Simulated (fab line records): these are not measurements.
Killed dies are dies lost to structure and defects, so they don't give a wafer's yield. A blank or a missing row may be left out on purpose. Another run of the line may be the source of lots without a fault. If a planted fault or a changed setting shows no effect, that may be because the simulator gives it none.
fab line records | flow nand-harc
[record] lots = 14 wafers = 42 last-day = 30
route steps=1302 shown P_GATE@208 THIN_TSV@1263 END@1302
lots that met no fault: taken from a fault-free run of the same line
start-h: hours from the record's opening day to when the first of the lot's shown wafers began | wait-h: hours since the lot's step before | " identical to the entry in the row above | L1.1+2: a row that stands for several wafers | - no value, or no start given | * or withheld: withheld | < > ~ a bound
route shown NAME@n: NAME is a module with steps in the file, n the number in the route of the first one | usual: average and standard deviation across the fault-free wafers | same: alike in all rows | chamber/n: place in a boat | sites: each site's reading | _std_site: standard deviation of those values | _edge_site: outer sites' mean less inner sites' | radius-mm: how far each site lies from the wafer's centre | mask NAME#n: copy n | behind: the tool/chamber that last shaped the wafer | hold: reason for holding the lot/hours on hold/outcome of the hold | device: the transistor (n, p or np) that didn't switch | end of line: at the end of the route, the tests of the same wafers | for a step that has no rows: nothing shown but its recipe | killed: dies lost to structure and defects at the first sort, not the wafer's yield | map: shows each die of a wafer: x if killed, . if not, _ if none is there
set.NAME: the setting that was run; set.NAME@STEP: the one run at that earlier step | model.NAME: the simulator's own value behind a step, which no gauge read
the route's steps for a sample of lots (tables are steps, rows are wafers)
services: a tool's chamber out of use, with start hour (start-h, from the record's first day; less than 0 if before it), hours out, and reason
[[steps]]
[step NHARC_P_GATE_ETCH_77]
[recipe] target-depth-a = 60 chemistry = dHF material = SiO2
// columns lot.wafer tool chamber start-h wait-h
L891.1+6+5 wet-bench-01 3,5,6 118.82 0.2
L892.2+5+1 wet-bench-09 0,2,4 127.40 0.1
L893.3+1+5 wet-bench-06 7,1,4 132.00 0.1
L896.2+4+3 wet-bench-09 5,7,0 168.95 0.1
L897.2+5+4 wet-bench-01 2,3,4 173.87 0.2
L898.4+6+3 wet-bench-06 5,7,0 184.15 0.1
L899.5+2+6 wet-bench-06 4,5,7 192.25 0.1
L900.6+5+1 wet-bench-01 1,3,5 210.04 0.0
L901.6+1+4 wet-bench-06 7,0,3 217.11 0.0
L902.2+3+5 wet-bench-09 7,0,1 226.13 0.2
L903.2+3+1 wet-bench-09 1,2,4 231.74 0.2
L904.6+3+4 wet-bench-01 0,2,3 255.38 0.0
L906.6+1+4 wet-bench-09 4,6,0 260.46 0.0
L907.3+1+6 wet-bench-06 5,6,1 275.97 0.1
[step NHARC_THIN_TSV_ETCH_15]
[recipe] target-depth-a = 30000 bosch-target-overetch-cycles = 2 bosch-etch-step-s = 2.8 bosch-dep-step-s = 1.2 bosch-cycles = 14
[usual] drypump-motor-current-A = 5.4/0.46
[same] bosch-etch-step-s = 2.8
// columns lot.wafer tool chamber start-h wait-h drypump-motor-current-A rf-hours-counter-h
L891.1 rie-si-04 0 536.02 - 5.1 0.0
L891.6 " 0 " " 5.1 -
L891.5 " 1 " " 4.6 -
L892.1 rie-si-04 2 553.76 - 6.0 0.2
L892.2 " 1 " " 4.6 0.1
L892.5 " 2 " " 6.0 -
L893.1 rie-si-01 0 559.74 - 5.8 0.0
L893.3 " 2 " " 6.1 0.1
L893.5 " 1 " " 5.1 -
L897.4 rie-si-06 0 602.23 - 5.1 1.1
L897.2 " 1 " " 5.6 1.1
L897.5 " 3 " " 5.0 -
L896.4 rie-si-04 1 609.15 - 4.6 0.3
L896.3 " 3 " " 5.5 0.6
L896.2 " 0 " " 5.1 0.5
L898.4 rie-si-06 1 614.02 - 5.6 0
L898.3 " 2 " " 5.8 0
L898.6 " 2 " " 5.8 -
L899.2 rie-si-04 2 624.56 - 6.0 0.7
L899.6 " 1 " " 4.6 -
L899.5 " 2 " " 6.0 -
L901.4 rie-si-04 3 641.44 - 5.5 0.8
L901.1 " 1 " " 4.6 0.6
L901.6 " 2 " " 6.0 -
L900.1 rie-si-06 0 646.64 - 5.2 0.2
L900.5 " 2 " " 5.7 -
L900.6 " 3 " " 5.0 -
L903.1 rie-si-06 0 652.62 - 5.1 0.2
L903.3 " 2 " " 5.7 0.2
L903.2 " 3 " " 5.0 0.2
L902.3 rie-si-04 0 653.69 - 5.1 0.8
L902.2 " 1 " " 4.6 0.7
L902.5 " 0 " " 5.1 -
L904.3 rie-si-04 3 691.01 - 5.5 1.0
L904.4 " 1 " " 4.6 1.0
L904.6 " 0 " " 5.1 -
[step NHARC_THIN_TSV_ANNEAL_52]
[recipe] temp-c = 225 time-s = 90
[usual] wafer_temp_C_max = 225.86/0.23
// columns lot.wafer tool chamber start-h wait-h wafer_temp_C_max
L891.1 rtp-anneal-02 0 539.22 0.5 225.85
L891.5 " 0 " " 225.64
L891.6 " 0 " " 225.85
L892.1 rtp-anneal-01 0 556.97 0.5 225.80
L892.2 " 0 " " 225.98
L892.5 " 0 " " 225.93
L893.1 rtp-anneal-02 0 562.87 0.6 225.65
L893.3 " 0 " " 225.91
L893.5 " 0 " " 225.94
L897.2 rtp-anneal-01 0 605.42 0.6 225.98
L897.4 " 0 " " 226.14
L897.5 " 0 " " 225.91
L896.2 rtp-anneal-01 0 612.64 0.7 226.20
L896.3 " 0 " " 225.57
L896.4 " 0 " " 225.63
L898.3 rtp-anneal-02 0 617.30 0.5 225.68
L898.4 " 0 " " 225.89
L898.6 " 0 " " 226.19
L899.2 rtp-anneal-01 0 627.73 0.7 226.13
L899.5 " 0 " " 225.57
L899.6 " 0 " " 225.78
L901.1 rtp-anneal-02 0 644.56 0.6 225.70
L901.4 " 0 " " 225.56
L901.6 " 0 " " 225.57
L900.1 rtp-anneal-02 0 649.75 0.5 225.59
L900.5 " 0 " " 225.89
L900.6 " 0 " " 225.77
L903.1 rtp-anneal-01 0 655.79 0.6 225.93
L903.2 " 0 " " 225.79
L903.3 " 0 " " 226.01
L902.2 rtp-anneal-01 0 656.93 0.6 226.46
L902.3 " 0 " " 226.20
L902.5 " 0 " " 225.91
L904.3 rtp-anneal-01 0 694.26 0.4 226.25
L904.4 " 0 " " 226.29
L904.6 " 0 " " 225.92
[step NHARC_THIN_TSV_STRIP_56]
[recipe] power-w = 1500 temp-c = 250 chemistry = O2
[usual] drypump-motor-current-A = 5.74/0.23 heater-power-w = 349/31
// columns lot.wafer tool chamber start-h wait-h drypump-motor-current-A heater-power-w rf-hours-counter-h
L891.1 plasma-asher-02 0 541.89 0.1 6.07 428 24
L891.6 " 1 " " 6.11 395 -
L891.5 " 0 " " 6.09 423 -
L892.1 plasma-asher-01 0 559.63 0.1 5.64 358 5
L892.2 " 1 " " 5.51 327 5
L892.5 " 0 " " 5.68 358 -
L893.1 plasma-asher-01 1 565.38 0.1 5.54 330 6
L893.3 " 1 " " 5.54 326 -
L893.5 " 1 " " 5.54 326 -
L897.2 plasma-asher-01 1 608.01 0.1 5.52 317 14
L897.4 " 1 " " 5.52 326 -
L897.5 " 1 " " 5.51 327 -
L896.2 plasma-asher-01 0 615.09 0.1 5.67 349 16
L896.3 " 1 " " 5.50 325 -
L896.4 " 0 " " 5.67 355 -
L898.4 plasma-asher-01 0 619.74 0.2 5.67 358 -
L898.3 " 1 " " 5.51 322 -
L898.6 " 1 " " 5.50 320 -
L899.2 plasma-asher-01 1 630.26 0.1 5.55 319 21
L899.5 " 1 " " 5.52 325 -
L899.6 " 0 " " 5.69 350 -
L901.1 plasma-asher-01 0 647.18 0.1 5.67 350 23
L901.4 " 1 " " 5.50 325 -
L901.6 " 0 " " 5.67 350 -
L900.1 plasma-asher-01 0 652.33 0.1 5.65 357 23
L900.6 " 0 " " 5.69 351 -
L900.5 " 1 " " 5.51 323 -
L903.1 plasma-asher-01 1 658.38 0.1 5.52 323 25
L903.2 " 0 " " 5.70 338 25
L903.3 " 0 " " 5.68 350 -
L902.2 plasma-asher-01 0 659.51 0.1 5.69 347 25
L902.3 " 0 " " 5.67 354 -
L902.5 " 1 " " 5.54 326 -
L904.4 plasma-asher-02 0 696.84 0.2 6.07 356 -
L904.3 " 1 " " 6.12 397 -
L904.6 " 0 " " 6.08 370 -
[step NHARC_END_SORT_01]
[recipe] temp-c = 25
[usual] killed-at-array = 52/17 killed-at-other = 1.2/1.4 killed-at-periphery = 4.7/2.9 killed-dies = 58/17 killed-open = 3.2/1.9 killed-short = 2.4/1.4
[same] gross-dies = 677
// columns lot.wafer tool chamber start-h wait-h hold killed-at-array killed-at-other killed-at-periphery killed-dies killed-open killed-short
L891.1 prober-02 0 549.16 2.5 - 67 0 7 74 3 2
L891.5 prober-02 0 552.36 3.7 - 69 0 6 75 1 1
L891.6 prober-02 0 553.16 4.0 - 63 2 2 67 2 1
L892.1 prober-01 0 570.51 2.5 - 37 1 3 41 4 4
L892.2 prober-01 0 571.31 2.8 - 36 1 0 37 4 4
L892.5 prober-01 0 573.73 3.7 - 35 0 2 37 4 3
L897.2 prober-01 0 617.23 2.8 - 44 0 3 47 4 2
L897.4 prober-01 0 618.85 3.4 - 40 2 4 46 2 3
L897.5 prober-01 0 619.66 3.7 - 50 1 3 54 2 2
L896.2 prober-02 0 625.66 2.8 - 33 0 3 36 3 2
L896.3 prober-02 0 626.47 3.1 - 46 0 5 51 0 2
L896.4 prober-02 0 627.28 3.4 - 33 0 6 39 3 2
L898.3 prober-01 0 629.77 3.1 - 49 2 11 62 9 5
L898.4 prober-01 0 630.56 3.4 - 51 2 4 57 5 3
L898.6 prober-01 0 632.16 4.0 - 31 1 8 40 2 5
L899.2 prober-02 0 643.63 2.8 - 69 0 2 71 2 1
L899.5 prober-02 0 646.03 3.7 - 81 0 6 87 8 3
L899.6 prober-02 0 646.83 4.0 - 63 0 2 65 1 2
L901.1 prober-01 0 655.59 2.5 - 51 3 9 63 3 1
L901.4 prober-01 0 657.97 3.4 - 39 2 9 50 3 3
L901.6 prober-01 0 659.57 4.0 - 67 0 11 78 7 4
L900.1 prober-02 0 660.71 2.5 - 65 5 12 82 2 0
L900.5 prober-02 0 663.92 3.7 - 66 3 5 74 0 3
L900.6 prober-02 0 664.72 4.0 - 70 6 5 81 3 0
L902.2 prober-01 0 667.78 2.8 - 66 3 2 71 3 3
L902.3 prober-01 0 668.59 3.1 - 39 2 2 43 1 1
L902.5 prober-01 0 670.21 3.7 - 44 0 4 48 2 3
L906.1 prober-01 0 697.97 2.5 await-dispo/1.7h/scrap 47 0 630 677 5 3
L906.4 prober-01 0 700.40 3.4 await-dispo/1.7h/scrap 63 0 614 677 5 2
L906.6 prober-01 0 702.01 4.0 await-dispo/1.7h/scrap 65 1 611 677 0 5
L907.1 prober-01 0 715.33 2.5 await-dispo/8.3h/scrap 31 0 646 677 6 3
L907.3 prober-01 0 716.94 3.1 await-dispo/8.3h/scrap 28 0 649 677 3 3
L907.6 prober-01 0 719.35 4.0 await-dispo/8.3h/scrap 15 0 662 677 2 1
// killed by level:class
L891.1 A_CHANNEL_HOLE_D1:chamber-film-flake=29 A_CHANNEL_HOLE_D2:chamber-film-flake=13 A_SLIT:chamber-film-flake=11 A_STAIRCASE:chamber-film-flake=4 A_CONTACT:chamber-film-flake=3 P_STI:chamber-film-flake=2 P_BONDPAD:chamber-film-flake=2 P_BONDPAD:geometric-particle:open=1
L891.5 A_CHANNEL_HOLE_D2:chamber-film-flake=22 A_SLIT:chamber-film-flake=19 A_CHANNEL_HOLE_D1:chamber-film-flake=15 P_BONDPAD:chamber-film-flake=5 A_STAIRCASE:chamber-film-flake=5 A_DECK1_JOINT:chamber-film-flake=2 A_CHANNEL_FILL_D2:chamber-film-flake=2 A_CHANNEL_HOLE_D1:geometric-particle:short=1
L891.6 A_CHANNEL_HOLE_D1:chamber-film-flake=19 A_SLIT:chamber-film-flake=17 A_CHANNEL_HOLE_D2:chamber-film-flake=16 A_STAIRCASE:chamber-film-flake=6 THIN_TSV:chamber-film-flake=2 P_M2:geometric-particle:open=1 A_CHANNEL_FILL_D1:geometric-particle:open=1 A_ONON_D2:geometric-particle:short=1
L892.1 A_CHANNEL_HOLE_D2:chamber-film-flake=25 A_ZERO_WELL:chamber-film-flake=2 P_CONTACT:geometric-particle:open=1 A_CHANNEL_FILL_D1:geometric-particle:short=1 A_DECK1_JOINT:geometric-particle:short=1 A_ONON_D2:geometric-particle:open=1 A_CHANNEL_HOLE_D2:geometric-particle:short=1 A_CHANNEL_HOLE_D2:geometric-particle:open=1
L892.2 A_CHANNEL_HOLE_D2:chamber-film-flake=20 A_SGD_CUT:chamber-film-flake=6 A_ONON_D2:geometric-particle:open=2 A_WL_FILL:geometric-particle:short=2 A_ONON_D1:geometric-particle:short=1 A_ONON_D1:geometric-particle:open=1 A_CHANNEL_HOLE_D1:geometric-particle:short=1 A_CHANNEL_HOLE_D2:geometric-particle:open=1
L892.5 A_CHANNEL_HOLE_D2:chamber-film-flake=21 A_SGD_CUT:chamber-film-flake=4 A_STAIRCASE:chamber-film-flake=2 P_GATE:geometric-particle:open=1 A_DECK1_JOINT:geometric-particle:open=1 A_ONON_D2:geometric-particle:short=1 A_CHANNEL_FILL_D2:geometric-particle:short=1 A_CHANNEL_FILL_D2:geometric-particle:open=1
L897.2 A_CHANNEL_HOLE_D1:chamber-film-flake=15 A_CHANNEL_HOLE_D2:chamber-film-flake=13 A_CONTACT:chamber-film-flake=4 A_STAIRCASE:chamber-film-flake=2 A_WL_FILL:chamber-film-flake=2 A_M1:chamber-film-flake=2 P_STI:geometric-particle:open=1 P_M0:geometric-particle:open=1
L897.4 A_CHANNEL_HOLE_D1:chamber-film-flake=15 A_CHANNEL_HOLE_D2:chamber-film-flake=6 A_CONTACT:chamber-film-flake=5 A_CHANNEL_FILL_D1:chamber-film-flake=3 P_GATE:chamber-film-flake=3 A_M1:chamber-film-flake=3 A_CHANNEL_FILL_D2:geometric-particle:open=2 THIN_TSV:chamber-film-flake=2
L897.5 A_CHANNEL_HOLE_D1:chamber-film-flake=28 A_CHANNEL_HOLE_D2:chamber-film-flake=9 A_CONTACT:chamber-film-flake=5 A_M1:chamber-film-flake=3 P_ZERO_WELL:chamber-film-flake=2 A_CHANNEL_FILL_D2:geometric-particle:short=1 A_STAIRCASE:geometric-particle:open=1 A_STAIRCASE:geometric-particle:short=1
L896.2 A_CHANNEL_HOLE_D2:chamber-film-flake=19 A_STAIRCASE:chamber-film-flake=4 A_CHANNEL_HOLE_D1:chamber-film-flake=3 A_DECK1_JOINT:chamber-film-flake=2 P_BONDPAD:geometric-particle:open=1 A_DECK1_JOINT:geometric-particle:open=1 A_ONON_D2:geometric-particle:open=1 A_CHANNEL_FILL_D2:geometric-particle:short=1
L896.3 A_CHANNEL_HOLE_D2:chamber-film-flake=35 P_GATE:chamber-film-flake=4 A_CHANNEL_HOLE_D1:chamber-film-flake=3 A_DECK1_JOINT:chamber-film-flake=3 A_CHANNEL_FILL_D2:geometric-particle:short=1 A_STAIRCASE:geometric-particle:short=1 P_M2:chamber-film-flake=1 A_STAIRCASE:chamber-film-flake=1
L896.4 A_CHANNEL_HOLE_D2:chamber-film-flake=19 A_CHANNEL_HOLE_D1:chamber-film-flake=3 A_CONTACT:chamber-film-flake=3 P_M2:chamber-film-flake=2 A_DECK1_JOINT:chamber-film-flake=2 P_STI:geometric-particle:short=1 A_ONON_D1:geometric-particle:open=1 A_DECK1_JOINT:geometric-particle:open=1
L898.3 A_SLIT:chamber-film-flake=21 A_CONTACT:chamber-film-flake=7 A_CHANNEL_HOLE_D2:chamber-film-flake=6 A_WL_FILL:geometric-particle:short=3 P_STI:chamber-film-flake=3 P_GATE:chamber-film-flake=3 P_M0:geometric-particle:open=2 A_ONON_D2:geometric-particle:open=2
L898.4 A_SLIT:chamber-film-flake=24 A_CONTACT:chamber-film-flake=7 A_CHANNEL_HOLE_D2:chamber-film-flake=6 A_STAIRCASE:chamber-film-flake=4 P_STI:chamber-film-flake=3 A_ONON_D2:geometric-particle:open=2 A_DECK1_JOINT:chamber-film-flake=2 THIN_TSV:chamber-film-flake=2
L898.6 A_SLIT:chamber-film-flake=16 A_CHANNEL_HOLE_D2:chamber-film-flake=5 A_CONTACT:chamber-film-flake=3 P_GATE:chamber-film-flake=2 P_BONDPAD:chamber-film-flake=2 A_DECK1_JOINT:chamber-film-flake=2 P_GATE:geometric-particle:open=1 P_GATE:geometric-particle:short=1
L899.2 A_SLIT:chamber-film-flake=30 A_CHANNEL_HOLE_D2:chamber-film-flake=15 A_CHANNEL_HOLE_D1:chamber-film-flake=14 A_DECK1_JOINT:chamber-film-flake=2 A_STAIRCASE:chamber-film-flake=2 A_WL_FILL:chamber-film-flake=2 P_CONTACT:geometric-particle:open=1 A_DECK1_JOINT:geometric-particle:open=1
L899.5 A_SLIT:chamber-film-flake=23 A_CHANNEL_HOLE_D2:chamber-film-flake=22 A_CHANNEL_HOLE_D1:chamber-film-flake=22 P_M0:geometric-particle:open=3 A_CONTACT:chamber-film-flake=3 A_M0:geometric-particle:short=2 A_M0:geometric-particle:open=2 A_CHANNEL_FILL_D2:chamber-film-flake=2
L899.6 A_SLIT:chamber-film-flake=32 A_CHANNEL_HOLE_D2:chamber-film-flake=13 A_CHANNEL_HOLE_D1:chamber-film-flake=12 P_GATE:chamber-film-flake=2 A_CONTACT:chamber-film-flake=2 A_ONON_D2:geometric-particle:short=1 A_CHANNEL_FILL_D2:geometric-particle:open=1 A_WL_FILL:geometric-particle:short=1
L901.1 A_SLIT:chamber-film-flake=31 A_CONTACT:chamber-film-flake=9 P_GATE:chamber-film-flake=7 A_CHANNEL_HOLE_D1:chamber-film-flake=4 THIN_TSV:chamber-film-flake=3 P_M1:geometric-particle:short=1 A_CHANNEL_FILL_D1:geometric-particle:open=1 A_DECK1_JOINT:geometric-particle:open=1
L901.4 A_SLIT:chamber-film-flake=21 P_GATE:chamber-film-flake=9 A_CONTACT:chamber-film-flake=6 A_CHANNEL_HOLE_D1:chamber-film-flake=4 A_ONON_D1:geometric-particle:open=2 A_CHANNEL_FILL_D2:geometric-particle:short=2 THIN_TSV:chamber-film-flake=2 A_SGD_CUT:geometric-particle:short=1
L901.6 A_SLIT:chamber-film-flake=38 A_CONTACT:chamber-film-flake=10 P_GATE:chamber-film-flake=7 A_CHANNEL_HOLE_D1:chamber-film-flake=4 A_CHANNEL_FILL_D2:geometric-particle:open=2 A_M0:geometric-particle:open=2 P_STI:chamber-film-flake=2 P_M0:geometric-particle:open=1
L900.1 A_SLIT:chamber-film-flake=30 A_CHANNEL_HOLE_D1:chamber-film-flake=18 A_CHANNEL_HOLE_D2:chamber-film-flake=6 P_GATE:chamber-film-flake=5 THIN_TSV:chamber-film-flake=5 A_CONTACT:chamber-film-flake=4 P_BONDPAD:chamber-film-flake=3 A_ZERO_WELL:chamber-film-flake=3
L900.5 A_CHANNEL_HOLE_D1:chamber-film-flake=23 A_SLIT:chamber-film-flake=19 A_CHANNEL_HOLE_D2:chamber-film-flake=8 A_BLC:chamber-film-flake=6 P_BONDPAD:chamber-film-flake=3 A_CONTACT:chamber-film-flake=3 THIN_TSV:chamber-film-flake=3 A_CHANNEL_FILL_D2:geometric-particle:short=1
L900.6 A_SLIT:chamber-film-flake=30 A_CHANNEL_HOLE_D1:chamber-film-flake=17 A_CONTACT:chamber-film-flake=10 A_CHANNEL_HOLE_D2:chamber-film-flake=6 THIN_TSV:chamber-film-flake=6 P_BONDPAD:chamber-film-flake=3 A_DECK1_JOINT:chamber-film-flake=2 A_WL_FILL:geometric-particle:open=1
L902.2 A_SLIT:chamber-film-flake=38 A_CHANNEL_HOLE_D1:chamber-film-flake=16 A_STAIRCASE:chamber-film-flake=4 THIN_TSV:chamber-film-flake=3 A_CONTACT:chamber-film-flake=2 P_STI:geometric-particle:short=1 A_CHANNEL_HOLE_D1:geometric-particle:short=1 A_DECK1_JOINT:geometric-particle:short=1
L902.3 A_CHANNEL_HOLE_D1:chamber-film-flake=17 A_SLIT:chamber-film-flake=16 A_CONTACT:chamber-film-flake=2 THIN_TSV:chamber-film-flake=2 P_M0:geometric-particle:open=1 A_CHANNEL_FILL_D2:geometric-particle:short=1 P_BONDPAD:chamber-film-flake=1 A_ZERO_WELL:chamber-film-flake=1
L902.5 A_SLIT:chamber-film-flake=21 A_CHANNEL_HOLE_D1:chamber-film-flake=13 A_CONTACT:chamber-film-flake=5 P_ZERO_WELL:chamber-film-flake=2 P_GATE:geometric-particle:short=1 A_DECK1_JOINT:geometric-particle:short=1 A_ONON_D2:geometric-particle:open=1 A_WL_FILL:geometric-particle:short=1
L906.1 P_GATE:area-etch=628 A_CHANNEL_HOLE_D1:chamber-film-flake=19 A_SLIT:chamber-film-flake=14 A_CHANNEL_FILL_D2:chamber-film-flake=2 A_STAIRCASE:chamber-film-flake=2 A_SGD_CUT:chamber-film-flake=2 P_CONTACT:geometric-particle:short=1 A_CHANNEL_HOLE_D1:geometric-particle:open=1
L906.4 P_GATE:area-etch=613 A_SLIT:chamber-film-flake=25 A_CHANNEL_HOLE_D1:chamber-film-flake=18 A_CONTACT:chamber-film-flake=7 A_DECK1_JOINT:geometric-particle:short=2 A_DECK1_JOINT:geometric-particle:open=2 A_SGD_CUT:chamber-film-flake=2 A_CHANNEL_FILL_D1:geometric-particle:open=1
L906.6 P_GATE:area-etch=611 A_SLIT:chamber-film-flake=34 A_CHANNEL_HOLE_D1:chamber-film-flake=15 A_CONTACT:chamber-film-flake=4 A_CHANNEL_FILL_D2:chamber-film-flake=2 A_STAIRCASE:chamber-film-flake=2 A_SGD_CUT:chamber-film-flake=2 A_SOURCE_PLATE:geometric-particle:short=1
L907.1 P_GATE:area-etch=640 A_CHANNEL_HOLE_D1:chamber-film-flake=9 A_SLIT:chamber-film-flake=6 A_STAIRCASE:chamber-film-flake=3 A_CONTACT:chamber-film-flake=3 P_GATE:chamber-film-flake=2 A_CHANNEL_FILL_D2:chamber-film-flake=2 P_CONTACT:geometric-particle:short=1
L907.3 P_GATE:area-etch=645 A_CHANNEL_HOLE_D1:chamber-film-flake=7 A_STAIRCASE:chamber-film-flake=6 A_CONTACT:chamber-film-flake=6 P_GATE:chamber-film-flake=4 A_CHANNEL_FILL_D2:chamber-film-flake=2 A_SOURCE_PLATE:geometric-particle:open=1 A_ONON_D1:geometric-particle:short=1
L907.6 P_GATE:area-etch=661 A_SLIT:chamber-film-flake=5 A_CHANNEL_HOLE_D1:chamber-film-flake=3 A_CONTACT:chamber-film-flake=2 P_CONTACT:geometric-particle:open=1 A_SOURCE_PLATE:geometric-particle:open=1 A_WL_FILL:geometric-particle:short=1 A_CHANNEL_FILL_D2:chamber-film-flake=1
[[services]]
// columns tool chamber start-h hours kind
plasma-asher-01 - 120.07 4.4 repair
rie-si-04 - 161.65 1.5 repair
rie-si-04 - 165.00 9.0 pm
plasma-asher-01 - 165.07 9.0 pm
wet-bench-09 - 176.83 8.0 pm
wet-bench-06 - 193.63 8.0 pm
plasma-asher-01 - 209.48 4.9 repair
wet-bench-09 - 246.26 1.6 repair
plasma-asher-01 - 292.14 3.1 repair
rie-si-04 - 342.00 9.0 pm
plasma-asher-01 - 342.07 9.0 pm
wet-bench-09 - 352.83 8.0 pm
rtp-anneal-01 - 372.00 12.0 pm
plasma-asher-01 - 374.88 0.7 repair
plasma-asher-01 - 470.45 8.6 repair
rie-si-04 - 519.00 9.0 pm
plasma-asher-01 - 519.07 9.0 pm
rie-si-04 1 541.64 6.3 repair
plasma-asher-01 - 542.52 3.2 repair
plasma-asher-01 - 633.36 6.5 repair
rie-si-04 3 651.04 2.8 repair
plasma-asher-01 - 686.91 1.7 repair
rie-si-04 - 696.00 9.0 pm
plasma-asher-01 - 696.07 9.0 pm
[[key]]
[first-sign] step = NHARC_END_SORT_01 reading = killed-at-periphery direction = up sigmas = 99+ usual = 4.7 struck = 635.3
[effect] step = NHARC_END_SORT_01 reading = killed-dies direction = up sigmas = 37 usual = 58 struck = 677
[more-kills-born-at] NHARC_P_GATE_ETCH_77@wet-bench-06 = 1946 NHARC_P_GATE_ETCH_77@wet-bench-09 = 1852
met-at NHARC_P_GATE_ETCH_77
struck-lots L906,L907
later-rows-left-out L906.1,L906.4,L906.6,L907.1,L907.3,L907.6
tester-left-out L906,L907
not-acting-at NHARC_THIN_TSV_ETCH_15,NHARC_THIN_TSV_ANNEAL_52,NHARC_THIN_TSV_STRIP_56
onset-between 231.74 260.46
[fault] kind = skipped-step-whole tool = wet-bench-06,wet-bench-09 chamber = - onset-h = 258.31 steps = NHARC_P_GATE_ETCH_77 scope = struck-lots-only
// tester-left-out: of these lots the tester's yield and bins aren't shown, on N5 and GAA mostly nor the transistor test; their killed dies are dies lost to structure and defects alone, not to doping, threshold or leakage, so they don't give the yield
// later-rows-left-out: the simulator's readings of these wafers behind a module that went badly wrong aren't trusted and aren't shown, but for the sort
